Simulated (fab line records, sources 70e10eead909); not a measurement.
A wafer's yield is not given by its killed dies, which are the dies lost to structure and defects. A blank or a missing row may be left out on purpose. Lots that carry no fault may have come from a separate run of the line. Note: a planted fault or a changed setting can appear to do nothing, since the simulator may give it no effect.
Matching of chambers :: flow nand-harc :: NHARC_A_STAIRCASE_CMP_472 on cmp-02: 4 sister chambers
The step polishes SiO2. 8 wafers are shown with their chamber, then 7 later ones without.

## WAFERS WITH THEIR CHAMBER
wafer: L079.6
chamber: 0
motor-current-A (A): 14.0

wafer: L082.6
chamber: 0
motor-current-A (A): 13.8

wafer: L086.6
chamber: 3
motor-current-A (A): 12.3

wafer: L085.4
chamber: 1
motor-current-A (A): 10.8

wafer: L085.5
chamber: 1
motor-current-A (A): 11.1

wafer: L085.6
chamber: 2
motor-current-A (A): 10.4

wafer: L085.1
chamber: 3
motor-current-A (A): 12.3

wafer: L085.2
chamber: 2
motor-current-A (A): 9.9

## WAFERS WHOSE CHAMBER IS MISSING
wafer: L085.3
motor-current-A (A): 13.4

wafer: L091.1
motor-current-A (A): 11.6

wafer: L091.3
motor-current-A (A): 12.4

wafer: L091.4
motor-current-A (A): 10.4

wafer: L094.1
motor-current-A (A): 14.0

wafer: L094.5
motor-current-A (A): 10.9

wafer: L094.6
motor-current-A (A): 9.3

## WHICH CHAMBER EACH ONE RAN IN
wafer: L085.3
from the rows above: 0
in truth: 0

wafer: L091.1
from the rows above: can't be placed: 1 or 3
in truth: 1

wafer: L091.3
from the rows above: 3
in truth: 3

wafer: L091.4
from the rows above: can't be placed: 2 or 1
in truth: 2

wafer: L094.1
from the rows above: 0
in truth: 0

wafer: L094.5
from the rows above: 1
in truth: 1

wafer: L094.6
from the rows above: 2
in truth: 2
Placed correctly: 5 of 7. Cannot be placed on the basis of these rows: 2; the candidates contain the true chamber in 2. Wrongly placed: 0.
How it was worked out, from the rows above alone: a wafer's distance from a chamber is the root of the sum, over the readings, of the square of ((its reading less the chamber's mean) divided by the reading's scatter). If the next closest chamber is less than 2 further off than the closest, the wafer can't be placed; otherwise it belongs to the closest. For every chamber, the mean is computed from those of its wafers that are shown. The scatter: the root of (the sum of the squares of (reading less its chamber's mean) over the shown wafers, divided by (wafers less chambers)).
